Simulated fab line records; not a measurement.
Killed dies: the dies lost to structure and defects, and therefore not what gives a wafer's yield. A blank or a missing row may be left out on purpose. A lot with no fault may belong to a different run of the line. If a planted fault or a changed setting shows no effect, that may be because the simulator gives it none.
fab line records	flow n5-finfet
record lots=10	wafers=28	last-day=18
route steps=1938 shown MOL_CONTACT_COAG@613 BEOL_M4@1111 PAD_METAL@1895 PASSIVATION@1907
lots with no fault: from the same line, run without faults
start-h: hours from the record's opening day to when the first of the lot's shown wafers began	wait-h: hours elapsed since this lot's preceding step	" the same as in the row above	L1.1+2: a single row standing in for several wafers	- no value, or no start given	* or withheld: withheld	< > ~ a bound
route shown NAME@n: a module of which the file shows steps, and the number in the route of the first	usual: mean/standard deviation of fault-free wafers	same: alike in all rows	chamber/n: place in a boat	sites: the reading at each site	_std_site: standard deviation of those values	_edge_site: the outer-site mean with the inner-site mean subtracted	radius-mm: how far each site lies from the wafer's centre	mask NAME#n: copy n	behind: the most recent tool/chamber to have shaped the wafer	hold: why the lot was held/for how many hours/how that ended	device: the n, p or np transistor that did not switch	end of line: the same wafers' tests at the end of the route	for a step that has no rows: nothing shown but its recipe	killed: at the first sort, the dies lost to defects and structure; wafer yield is something else	map: dies across one wafer; x = killed, . = not, _ = none there
set.NAME: the run value of the setting; set.NAME@STEP: its run value at that earlier step	model.NAME: the simulator's own value behind a step, which no gauge read
steps of the route over a sample of lots; a table a step, a row a wafer
services: when a tool's chamber went out of use (start-h, in hours from the record's first day, below 0 if earlier), for how many hours, and the reason
## steps
# step N5_MOL_CONTACT_COAG_ETCHBACK_136
# recipe chemistry=CHF3	target=SiO2	target-depth-a=250	time-s=16.7	ion-energy-ev=200	pressure-mtorr=30	source-w=610	bias-w=170	Ar_flow_sccm=200	CHF3_flow_sccm=50
# usual drypump-motor-current-A=5.4/0.57	oes-product-au=0.85/0.075	rf-vpp-V=525/11	showerhead-plenum-p-Torr=2.39/0.078	throttle-valve-pct=18.70/0.23
# same time-s=16.7
lot.wafer	tool	chamber	start-h	wait-h	drypump-motor-current-A	oes-product-au	rf-hours-counter-h	rf-vpp-V	showerhead-plenum-p-Torr	throttle-valve-pct
L563.2	rie-diel-05	1	111.16	0.0	5.5	0.75	156	518	2.48	18.97
L563.4	"	1	"	"	5.5	0.75	-	517	2.48	18.96
L563.6	"	2	"	"	6.6	0.91	-	529	2.42	18.42
L564.3	rie-diel-04	1	111.25	0.0	6.3	0.70	247	526	2.46	18.72
L564.4	"	2	"	"	4.9	0.69	217	512	2.28	18.85
L564.6	"	3	"	"	6.2	0.77	-	512	2.48	18.93
L565.4	rie-diel-03	3	125.23	0.0	5.1	0.93	11	540	2.34	18.45
L565.5	"	1	"	"	4.7	0.87	-	538	2.33	18.86
L565.6	"	2	"	"	5.1	0.88	-	530	2.35	18.83
L567.2	rie-diel-03	2	134.65	0.0	5.1	0.88	42	529	2.35	18.82
L567.5	"	0	"	"	5.7	0.66	-	500	2.26	19.06
L567.6	"	3	"	"	5.1	0.92	-	539	2.34	18.45
L568.1	rie-diel-03	2	135.43	0.0	5.1	0.87	43	531	2.35	18.82
L568.2	"	3	"	"	5.1	0.91	14	539	2.34	18.46
L569.3	rie-diel-03	1	144.84	0.0	4.7	0.87	46	536	2.33	18.87
L569.5	"	3	"	"	5.1	0.90	-	541	2.34	18.48
L569.6	"	1	"	"	4.7	0.86	-	537	2.33	18.87
L570.1	rie-diel-03	3	148.12	0.0	5.1	0.90	20	539	2.34	18.47
L570.3	"	2	"	"	5.1	0.87	49	531	2.35	18.82
L570.4	"	2	"	"	5.1	0.87	-	530	2.35	18.82
L574.1	rie-diel-03	1	176.43	0.0	4.7	0.85	57	536	2.33	18.88
L574.2	"	3	"	"	5.1	0.73	30	541	2.34	18.46
L582.2	rie-diel-05	3	226.35	0.0	5.7	0.82	73	515	2.30	18.39
L582.5	"	3	"	"	5.7	0.81	-	518	2.30	18.43
L582.6	"	2	"	"	6.6	0.82	-	528	2.40	18.49
L583.1	rie-diel-04	3	229.53	0.0	6.1	0.73	195	512	2.47	18.99
L583.2	"	2	"	"	4.9	1.00	2	522	2.55	18.53
L583.3	"	0	"	"	6.2	0.71	208	509	2.38	19.17
# step N5_BEOL_M4_RC_MEAS_101
# usual DIBL_N=36.4/1.9	DIBL_P=35.8/2.1	IOFF_N=0.158/0.029	IOFF_P=0.21/0.035	ION_N=676/14	ION_P=465/9.7	SS_N=71.5/0.66	SS_P=73.4/0.7	VT_N=249.8/3	VT_P=-250/3.3
lot.wafer	tool	chamber	start-h	wait-h	DIBL_N[mV/V]	DIBL_P[mV/V]	IOFF_N[nA/um]	IOFF_P[nA/um]	ION_N[uA/um]	ION_P[uA/um]	SS_N[mV/dec]	SS_P[mV/dec]	VT_N[mV]	VT_P[mV]
L564.3	prober-02	0	202.43	0.3	38.1	37.1	0.194	0.26	698	479	71.5	73.5	243.8	-245
L564.4	"	0	"	"	37.7	36.5	0.180	0.25	703	489	71.7	73.9	246.4	-247
L564.6	"	0	"	"	35.1	33.8	0.139	0.21	691	482	70.8	72.7	249.2	-247
L563.2	prober-01	0	203.42	0.7	34.4	34.7	0.131	0.20	649	451	71.3	73.2	250.7	-249
L563.4	"	0	"	"	33.5	33.8	0.116	0.19	652	456	70.9	73.1	254.2	-249
L563.6	"	0	"	"	34.8	35.7	0.143	0.22	674	473	71.7	73.1	250.6	-248
L565.4	prober-01	0	209.79	0.5	37.6	38.6	0.163	0.19	661	446	70.9	73.8	250.5	-253
L565.5	"	0	"	"	35.9	36.5	0.137	0.17	650	443	71.0	73.6	253.8	-256
L565.6	"	0	"	"	36.8	36.9	0.157	0.17	659	446	71.7	73.1	250.6	-257
L567.2	prober-01	0	226.16	0.2	34.3	32.2	0.113	0.18	676	473	70.4	72.4	255.0	-251
L567.5	"	0	"	"	37.0	34.8	0.145	0.22	664	462	71.4	73.2	250.7	-247
L567.6	"	0	"	"	34.0	31.5	0.107	0.18	661	461	70.4	72.1	254.0	-250
L568.1	prober-02	0	233.13	0.0	37.6	35.5	0.155	0.22	688	474	70.3	73.1	249.2	-248
L568.2	"	0	"	"	38.4	36.2	0.171	0.22	690	471	71.1	73.4	250.3	-246
L569.3	prober-01	0	233.73	0.3	37.8	37.2	0.177	0.26	676	473	71.2	73.9	248.1	-248
L569.5	"	0	"	"	37.5	37.2	0.171	0.26	676	471	71.5	74.0	248.2	-246
L569.6	"	0	"	"	35.5	34.2	0.135	0.20	667	465	70.9	73.1	252.9	-250
L570.1	prober-02	0	242.22	0.0	36.7	36.4	0.161	0.22	684	468	72.4	73.9	250.9	-247
L570.3	"	0	"	"	33.3	32.6	0.110	0.17	675	465	70.9	72.2	255.0	-251
L570.4	"	0	"	"	37.8	36.6	0.167	0.23	667	461	72.5	73.8	252.5	-246
L574.1	prober-02	0	276.91	0.0	38.2	38.0	0.187	0.21	678	465	72.9	73.3	248.1	-250
L574.2	"	0	"	"	33.7	33.5	0.113	0.15	663	456	70.5	71.4	253.5	-253
L583.1	prober-01	0	329.04	0.0	36.4	37.0	0.159	0.23	691	473	70.7	73.3	250.1	-250
L583.2	"	0	"	"	37.4	37.0	0.168	0.22	676	466	71.6	73.9	248.1	-250
L583.3	"	0	"	"	35.7	35.5	0.139	0.21	679	472	71.5	73.3	253.4	-250
L582.2	prober-02	0	329.41	0.2	38.4	37.8	0.196	0.23	676	461	72.1	73.7	247.2	-247
L582.5	"	0	"	"	35.8	33.4	0.134	0.17	666	454	70.3	72.7	250.9	-251
L582.6	"	0	"	"	39.0	37.1	0.208	0.23	665	457	72.7	73.9	247.2	-250
# step N5_PASSIVATION_SPUTTER_20
# recipe material=TaN	target-thk-a=500	temp-c=25	chamber-pressure-pa=0.4
# usual chamber-pressure-pa=0.3999/0.0008	susceptor-temp-C=24.99/0.11	throttle-valve-pct=30.2/1.1
lot.wafer	tool	chamber	start-h	wait-h	chamber-pressure-pa	susceptor-temp-C	throttle-valve-pct
L563.2	pvd-sputter-02	-	298.50	0.0	0.4003	25.20	30.1
L563.4	"	-	"	"	0.3996	24.92	29.4
L563.6	"	-	"	"	0.3997	25.08	29.2
L564.3	pvd-sputter-02	-	307.65	0.0	0.3984	24.93	29.3
L564.4	"	-	"	"	0.3995	25.02	29.5
L564.6	"	-	"	"	0.4004	24.90	30.6
L565.4	pvd-sputter-03	-	311.97	0.0	0.3993	25.24	28.5
L565.5	"	-	"	"	0.3994	25.01	28.7
L565.6	"	-	"	"	0.3994	24.79	30.5
L567.2	pvd-sputter-01	-	326.87	0.0	0.4011	24.86	31.0
L567.5	"	-	"	"	0.3995	25.11	28.8
L567.6	"	-	"	"	0.3993	25.11	32.1
L569.3	pvd-sputter-02	-	327.35	0.0	0.3999	24.95	29.2
L569.5	"	-	"	"	0.4014	24.99	30.8
L569.6	"	-	"	"	0.4004	25.17	29.3
L568.1	pvd-sputter-01	-	335.94	0.0	0.3986	24.94	28.9
L568.2	"	-	"	"	0.3991	24.80	30.9
L570.1	pvd-sputter-01	-	340.92	0.0	0.4015	25.09	31.1
L570.3	"	-	"	"	0.4004	24.68	32.4
L570.4	"	-	"	"	0.4001	25.03	31.3
L574.1	pvd-sputter-01	-	375.55	0.0	0.3998	24.98	31.0
L574.2	"	-	"	"	0.3987	25.02	28.7
L583.1	pvd-sputter-01	-	430.08	0.0	0.3992	25.07	31.0
L583.2	"	-	"	"	0.3993	24.84	32.2
L583.3	"	-	"	"	0.3998	25.03	31.1
L582.2	pvd-sputter-01	-	433.22	0.0	0.3987	25.04	28.8
L582.5	"	-	"	"	0.3991	25.12	28.7
L582.6	"	-	"	"	0.4008	25.06	31.0
# step N5_PASSIVATION_INSPECT_64
# recipe mode=adi	inspect-instrument=macro
# usual raw-defect-count=2.1/1.4
lot.wafer	tool	chamber	start-h	wait-h	raw-defect-count
L563.2	defect-inspect-01	-	299.25	0.0	3
L563.4	"	-	"	"	5
L563.6	"	-	"	"	3
L564.3	defect-inspect-01	-	308.28	0.0	1
L564.4	"	-	"	"	2
L564.6	"	-	"	"	0
L565.4	defect-inspect-02	-	312.72	0.0	1
L565.5	"	-	"	"	1
L565.6	"	-	"	"	4
L567.2	defect-inspect-01	-	327.62	0.0	1
L567.5	"	-	"	"	2
L567.6	"	-	"	"	5
L569.3	defect-inspect-02	-	328.10	0.0	3
L569.5	"	-	"	"	0
L569.6	"	-	"	"	2
L568.1	defect-inspect-02	-	336.68	0.0	5
L568.2	"	-	"	"	5
L570.1	defect-inspect-02	-	341.56	0.0	2
L570.3	"	-	"	"	2
L570.4	"	-	"	"	5
L574.1	defect-inspect-02	-	376.18	0.0	1
L574.2	"	-	"	"	0
L583.1	defect-inspect-01	-	430.70	0.0	3
L583.2	"	-	"	"	3
L583.3	"	-	"	"	1
L582.2	defect-inspect-02	-	433.97	0.0	1
L582.5	"	-	"	"	5
L582.6	"	-	"	"	4
# step N5_PASSIVATION_PASS_ETCH_47
# recipe chemistry=CF4/O2	target=SiNx	target-depth-a=7700	time-s=385	ion-energy-ev=100	pressure-mtorr=40	source-w=535	bias-w=49	Ar_flow_sccm=100	cf4-flow-sccm=100	O2_flow_sccm=10
# usual drypump-motor-current-A=5.7/0.6	oes_o_777_au=0.80/0.068	oes-product-au=0.81/0.071	rf-vpp-V=239/4.4	showerhead-plenum-p-Torr=2.22/0.073	throttle-valve-pct=15.87/0.21
# same time-s=385
lot.wafer	tool	chamber	start-h	wait-h	drypump-motor-current-A	oes_o_777_au	oes-product-au	rf-hours-counter-h	rf-vpp-V	showerhead-plenum-p-Torr	throttle-valve-pct
L563.2	rie-diel-03	0	301.18	0.0	5.7	0.86	0.87	47	233	2.33	15.81
L563.4	"	1	"	"	4.7	0.76	0.79	101	247	2.13	16.03
L563.6	"	0	"	"	5.7	0.87	0.87	-	233	2.33	15.82
L564.3	rie-diel-04	3	310.40	0.0	6.2	0.72	0.72	222	236	2.28	16.22
L564.4	"	2	"	"	4.9	0.87	0.90	30	239	2.35	15.70
L564.6	"	1	"	"	6.3	0.83	0.84	-	241	2.24	15.52
L565.4	rie-diel-04	3	314.53	0.0	6.2	0.72	0.72	223	236	2.28	16.23
L565.5	"	0	"	"	6.2	0.69	0.69	-	233	2.19	16.34
L565.6	"	3	"	"	6.2	0.71	0.71	-	234	2.28	16.24
L567.2	rie-diel-03	2	329.45	0.0	5.1	0.81	0.78	115	242	2.13	15.93
L567.5	"	2	"	"	5.1	0.82	0.78	-	244	2.13	15.92
L567.6	"	1	"	"	4.7	0.75	0.77	-	248	2.13	16.06
L569.3	rie-diel-04	0	329.99	0.0	6.2	0.69	0.69	240	234	2.18	16.35
L569.5	"	3	"	"	6.2	0.72	0.71	-	235	2.28	16.23
L569.6	"	0	"	"	6.2	0.69	0.69	-	234	2.19	16.35
L568.1	rie-diel-04	2	338.74	0.0	4.9	0.85	0.88	39	240	2.35	15.72
L568.2	"	1	"	"	6.3	0.83	0.84	66	240	2.24	15.54
L570.1	rie-diel-05	1	344.25	0.0	5.5	0.68	0.70	242	236	2.27	16.28
L570.3	"	2	"	"	6.6	0.76	0.78	110	242	2.21	15.72
L570.4	"	3	"	"	5.7	0.78	0.79	113	238	2.13	15.75
L574.1	rie-diel-04	3	378.00	0.0	6.2	0.70	0.70	248	235	2.27	16.31
L574.2	"	0	"	"	6.2	0.97	0.97	3	233	2.18	15.86
L583.1	rie-diel-05	3	433.17	0.0	5.7	0.75	0.74	144	237	2.12	15.80
L583.2	"	2	"	"	6.6	0.74	0.75	143	242	2.20	15.78
L583.3	"	0	"	"	5.1	0.75	0.77	133	239	2.22	15.84
L582.2	rie-diel-04	1	436.27	0.0	6.3	0.78	0.80	101	241	2.23	15.60
L582.5	"	1	"	"	6.3	0.78	0.79	-	239	2.23	15.61
L582.6	"	0	"	"	6.2	0.91	0.91	-	235	2.17	15.89
# step N5_PASSIVATION_PROBE_49
# usual defect-limited-yield=91.3/1.3	killed_at_M0_to_M3=34/9.1	killed_at_M4_up=14/5.6	killed-at-contacts=13/5.9	killed-at-front-end=39/11	killed-at-other=3.6/3	killed-dies=102/16	killed-open=68/12	killed-short=33/7.3	sort_bin_5_function=5.2/0.89	sort_bin_6_memory=3.2/0.68	sort_bin_8_speed=0.00/0.027	sort-n-pass=1078/16	sort-yield-pct=91.3/1.3
# same gross-dies=1180	killed-at-back-side=0	sort_bin_4_leakage[%]=0
lot.wafer	tool	chamber	start-h	wait-h	defect-limited-yield[%]	killed_at_M0_to_M3	killed_at_M4_up	killed-at-contacts	killed-at-front-end	killed-at-other	killed-dies	killed-open	killed-short	sort_bin_5_function[%]	sort_bin_6_memory[%]	sort_bin_8_speed[%]	sort-n-pass	sort-yield-pct[%]
L564.3	prober-02	-	313.52	0.1	91.9	28	8	5	47	8	96	60	34	4.7	3.4	0	1084	91.9
L564.4	prober-02	-	313.57	0.2	90.3	37	11	8	52	6	114	71	42	6.4	2.9	0	1066	90.3
L564.6	prober-02	-	313.67	0.3	89.9	40	16	13	48	2	119	85	33	5.3	4.5	0	1061	89.9
L565.4	prober-01	-	317.69	0.2	89.7	29	19	24	49	0	121	79	42	5.7	4.3	0	1059	89.7
L565.5	prober-01	-	317.74	0.2	92.3	24	19	8	37	3	91	62	29	4.9	2.5	0	1089	92.3
L565.6	prober-01	-	317.79	0.3	92.0	29	7	18	40	0	94	67	27	4.4	2.9	0	1086	92.0
L567.5	prober-01	-	332.67	0.2	90.5	34	24	1	44	9	112	72	37	4.9	4.3	0	1068	90.5
L567.6	prober-01	-	332.72	0.3	92.5	25	15	6	41	1	88	63	23	4.4	2.7	0	1092	92.5
L569.3	prober-01	-	334.15	0.1	92.3	30	12	4	39	6	91	52	38	4.4	3.1	0	1089	92.3
L569.5	prober-01	-	334.25	0.2	90.3	32	17	17	48	1	115	76	39	5.0	4.2	0	1065	90.3
L569.6	prober-01	-	334.30	0.3	93.5	27	14	4	32	0	77	56	21	3.9	2.5	0	1103	93.5
L568.1	prober-01	-	341.74	0.0	87.8	49	10	12	70	3	144	99	44	7.8	4.3	0	1036	87.8
L568.2	prober-01	-	341.79	0.1	88.6	50	13	18	52	2	135	89	44	6.6	4.4	0	1045	88.6
L570.1	prober-01	-	347.27	0.0	89.6	43	13	5	54	8	123	87	36	7.2	3.1	0	1057	89.6
L570.3	prober-01	-	347.37	0.1	90.0	58	13	10	30	7	118	79	39	5.8	4.1	0	1062	90.0
L570.4	prober-01	-	347.42	0.2	91.8	46	13	9	26	3	97	60	37	4.3	3.8	0	1083	91.8
L574.1	prober-02	-	381.00	0.0	92.1	33	18	8	30	4	93	61	32	4.6	3.1	0	1087	92.1
L574.2	prober-02	-	381.05	0.1	87.3	32	9	76	29	4	150	45	33	10.2	2.4	0	1030	87.3
L582.2	prober-02	-	439.32	0.1	91.6	49	7	13	27	3	99	73	24	4.4	3.8	0	1081	91.6
L582.5	prober-02	-	439.47	0.2	92.4	23	11	15	38	3	90	68	21	4.9	2.5	0	1090	92.4
L582.6	prober-02	-	439.52	0.3	92.2	27	7	28	23	7	92	59	33	4.5	3.0	0	1088	92.2
# killed by level:class
L564.3 STI_FIN_REVEAL:geometric-particle:open=15 GATE_CUT:geometric-particle:short=8 STI_FIN_REVEAL:geometric-particle:short=7 BEOL_M0_SAQP:geometric-particle:open=5 BEOL_M1:geometric-particle:open=5 BEOL_M3:geometric-particle:open=5 DUMMY_GATE:geometric-particle:open=4 BEOL_M2:geometric-particle:open=4
L564.4 FIN_SAQP:geometric-particle:short=12 STI_FIN_REVEAL:geometric-particle:open=12 BEOL_M1:geometric-particle:open=8 BEOL_M2:geometric-particle:open=8 FIN_SAQP:geometric-particle:open=7 MOL_CONTACT_COAG:geometric-particle:open=7 BEOL_M3:geometric-particle:open=6 BEOL_M0_SAQP:geometric-particle:short=5
L564.6 BEOL_M2:geometric-particle:open=11 BEOL_M4:geometric-particle:open=11 STI_FIN_REVEAL:geometric-particle:open=10 GATE_CUT:geometric-particle:short=10 MOL_CONTACT_COAG:geometric-particle:open=10 GATE_CUT:geometric-particle:open=9 BEOL_M3:geometric-particle:open=7 BEOL_M0_SAQP:geometric-particle:open=6
L565.4 MOL_CONTACT_COAG:geometric-particle:open=18 FIN_SAQP:geometric-particle:short=12 BEOL_M4:geometric-particle:open=10 BEOL_M0_SAQP:geometric-particle:short=10 FIN_SAQP:geometric-particle:open=9 STI_FIN_REVEAL:geometric-particle:open=8 MOL_CONTACT_COAG:geometric-particle:short=6 DUMMY_GATE:geometric-particle:open=6
L565.5 BEOL_M4:geometric-particle:open=13 BEOL_M1:geometric-particle:open=12 FIN_SAQP:geometric-particle:short=6 GATE_CUT:geometric-particle:open=6 MOL_CONTACT_COAG:geometric-particle:open=6 STI_FIN_REVEAL:geometric-particle:open=5 DUMMY_GATE:geometric-particle:open=5 GATE_CUT:geometric-particle:short=4
L565.6 FIN_SAQP:geometric-particle:open=17 MOL_CONTACT_COAG:geometric-particle:open=13 BEOL_M0_SAQP:geometric-particle:open=9 BEOL_M0_SAQP:geometric-particle:short=7 BEOL_M1:geometric-particle:open=6 FIN_SAQP:geometric-particle:short=5 DUMMY_GATE:geometric-particle:open=5 MOL_CONTACT_COAG:geometric-particle:short=5
L567.5 STI_FIN_REVEAL:geometric-particle:open=12 BEOL_M2:geometric-particle:open=7 BEOL_M1:geometric-particle:open=7 BEOL_M4:geometric-particle:open=7 BEOL_M6:geometric-particle:open=6 STI_FIN_REVEAL:geometric-particle:short=5 FIN_SAQP:geometric-particle:short=4 BEOL_M3:geometric-particle:open=4
L567.6 FIN_SAQP:geometric-particle:open=10 STI_FIN_REVEAL:geometric-particle:open=8 BEOL_M1:geometric-particle:open=7 BEOL_M4:geometric-particle:open=7 FIN_SAQP:geometric-particle:short=5 BEOL_M5:geometric-particle:open=5 BEOL_M2:geometric-particle:open=5 MOL_CONTACT_COAG:geometric-particle:open=4
L569.3 STI_FIN_REVEAL:geometric-particle:open=16 BEOL_M0_SAQP:geometric-particle:short=12 BEOL_M0_SAQP:geometric-particle:open=6 BEOL_M2:geometric-particle:open=6 STI_FIN_REVEAL:geometric-particle:short=4 GATE_CUT:geometric-particle:short=4 MOL_CONTACT_COAG:geometric-particle:open=4 BEOL_M2:geometric-particle:short=4
L569.5 STI_FIN_REVEAL:geometric-particle:open=15 MOL_CONTACT_COAG:geometric-particle:open=15 BEOL_M0_SAQP:geometric-particle:open=11 STI_FIN_REVEAL:geometric-particle:short=7 BEOL_M2:geometric-particle:short=7 FIN_SAQP:geometric-particle:open=6 BEOL_M2:geometric-particle:open=6 BEOL_M5:geometric-particle:open=5
L569.6 STI_FIN_REVEAL:geometric-particle:open=15 BEOL_M0_SAQP:geometric-particle:short=11 DUMMY_GATE:geometric-particle:open=8 BEOL_M4:geometric-particle:open=6 BEOL_M2:geometric-particle:open=4 MOL_CONTACT_COAG:geometric-particle:open=4 BEOL_M0_SAQP:geometric-particle:open=4 BEOL_M6:geometric-particle:open=3
L568.1 STI_FIN_REVEAL:geometric-particle:open=20 FIN_SAQP:geometric-particle:open=18 BEOL_M0_SAQP:geometric-particle:open=16 BEOL_M0_SAQP:geometric-particle:short=11 BEOL_M2:geometric-particle:open=11 MOL_CONTACT_COAG:geometric-particle:open=10 FIN_SAQP:geometric-particle:short=9 BEOL_M4:geometric-particle:open=5
L568.2 MOL_CONTACT_COAG:geometric-particle:open=16 FIN_SAQP:geometric-particle:open=14 BEOL_M0_SAQP:geometric-particle:open=12 BEOL_M3:geometric-particle:open=11 FIN_SAQP:geometric-particle:short=8 BEOL_M2:geometric-particle:open=8 GATE_CUT:geometric-particle:short=7 BEOL_M0_SAQP:geometric-particle:short=7
L570.1 FIN_SAQP:geometric-particle:open=15 FIN_SAQP:geometric-particle:short=15 BEOL_M2:geometric-particle:open=13 BEOL_M3:geometric-particle:open=9 DUMMY_GATE:geometric-particle:open=7 BEOL_M0_SAQP:geometric-particle:open=7 BEOL_M4:geometric-particle:open=6 MOL_CONTACT_COAG:geometric-particle:open=5
L570.3 BEOL_M0_SAQP:geometric-particle:short=14 BEOL_M1:geometric-particle:open=13 BEOL_M0_SAQP:geometric-particle:open=10 MOL_CONTACT_COAG:geometric-particle:open=8 STI_FIN_REVEAL:geometric-particle:open=7 BEOL_M3:geometric-particle:open=7 BEOL_M4:geometric-particle:open=5 BEOL_M2:geometric-particle:open=5
L570.4 FIN_SAQP:geometric-particle:open=8 BEOL_M1:geometric-particle:open=8 BEOL_M0_SAQP:geometric-particle:open=8 BEOL_M0_SAQP:geometric-particle:short=8 BEOL_M2:geometric-particle:open=7 MOL_CONTACT_COAG:geometric-particle:open=6 BEOL_M0:geometric-particle:short=5 BEOL_M1:geometric-particle:short=4
L574.1 BEOL_M2:geometric-particle:open=15 BEOL_M4:geometric-particle:open=8 FIN_SAQP:geometric-particle:open=6 STI_FIN_REVEAL:geometric-particle:open=6 BEOL_M3:geometric-particle:open=6 MOL_CONTACT_COAG:geometric-particle:open=5 BEOL_M4:geometric-particle:short=5 FIN_SAQP:geometric-particle:short=4
L574.2 MOL_CONTACT_COAG:area-etch=72 BEOL_M2:geometric-particle:open=8 GATE_CUT:geometric-particle:short=6 BEOL_M0_SAQP:geometric-particle:short=6 BEOL_M3:geometric-particle:open=6 FIN_SAQP:geometric-particle:short=5 BEOL_M0_SAQP:geometric-particle:open=5 FIN_SAQP:geometric-particle:open=4
L582.2 BEOL_M2:geometric-particle:open=18 BEOL_M3:geometric-particle:open=13 MOL_CONTACT_COAG:geometric-particle:open=12 STI_FIN_REVEAL:geometric-particle:open=8 FIN_SAQP:geometric-particle:short=7 BEOL_M0_SAQP:geometric-particle:open=6 BEOL_M1:geometric-particle:open=4 BEOL_M3:geometric-particle:short=4
L582.5 MOL_CONTACT_COAG:geometric-particle:open=13 FIN_SAQP:geometric-particle:open=10 STI_FIN_REVEAL:geometric-particle:open=7 BEOL_M4:geometric-particle:open=6 BEOL_M1:geometric-particle:open=6 FIN_SAQP:geometric-particle:short=5 ILD0:geometric-particle:open=4 BEOL_M0_SAQP:geometric-particle:open=4
L582.6 MOL_CONTACT_COAG:geometric-particle:open=24 BEOL_M3:geometric-particle:open=8 BEOL_M0_SAQP:geometric-particle:short=5 FIN_SAQP:geometric-particle:open=4 ILD0:geometric-particle:open=4 MOL_CONTACT_COAG:geometric-particle:short=4 BEOL_M1:geometric-particle:open=4 STARTING-WAFER:geometric-particle:short=4
## services
tool	chamber	start-h	hours	kind
pvd-sputter-02	-	112.78	1.3	repair
rie-diel-04	1	120.51	-	clean
rie-diel-04	1	120.51	-	consumable-replace:focus-ring
rie-diel-04	1	120.51	22.1	scheduled-down
rie-diel-04	1	120.51	22.1	vent-cycle
rie-diel-03	0	134.87	-	clean
rie-diel-03	0	134.87	-	consumable-replace:focus-ring
rie-diel-03	0	134.87	-	consumable-replace:showerhead
rie-diel-03	0	134.87	27.9	scheduled-down
rie-diel-03	0	134.87	27.9	vent-cycle
rie-diel-04	0	147.84	10.7	repair
pvd-sputter-02	-	180.38	6.8	repair
pvd-sputter-01	-	185.31	8.9	repair
rie-diel-04	2	196.02	-	clean
rie-diel-04	2	196.02	-	consumable-replace:focus-ring
rie-diel-04	2	196.02	-	consumable-replace:showerhead
rie-diel-04	2	196.02	23.0	scheduled-down
rie-diel-04	2	196.02	23.0	vent-cycle
rie-diel-04	2	224.75	4.2	repair
rie-diel-04	1	232.41	6.1	repair
rie-diel-04	0	267.86	1.3	repair
rie-diel-03	-	317.11	0.4	repair
rie-diel-03	-	340.17	4.3	pm
rie-diel-04	-	386.34	1.0	repair
## key
first-sign step=N5_PASSIVATION_PROBE_49	reading=killed-at-contacts	direction=up	sigmas=11	usual=13	struck=76
effect step=N5_PASSIVATION_PROBE_49	reading=sort_bin_5_function	direction=up	sigmas=5.7	usual=5.2	struck=10.2
more-kills-born-at N5_MOL_CONTACT_COAG_ETCH_48@rie-diel-03=72
met-at N5_MOL_CONTACT_COAG_ETCHBACK_136
struck-lots L574
struck-wafers L574.2
not-acting-at N5_PASSIVATION_SPUTTER_20,N5_PASSIVATION_INSPECT_64,N5_PASSIVATION_PASS_ETCH_47
onset-between 148.12 176.43
fault kind=process-parameter-drift	tool=rie-diel-03	chamber=-	onset-h=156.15	steps=N5_MOL_CONTACT_COAG_ETCHBACK_136	channel=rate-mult	offset=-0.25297	shape=step	end-h=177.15	scope=struck-wafers-only
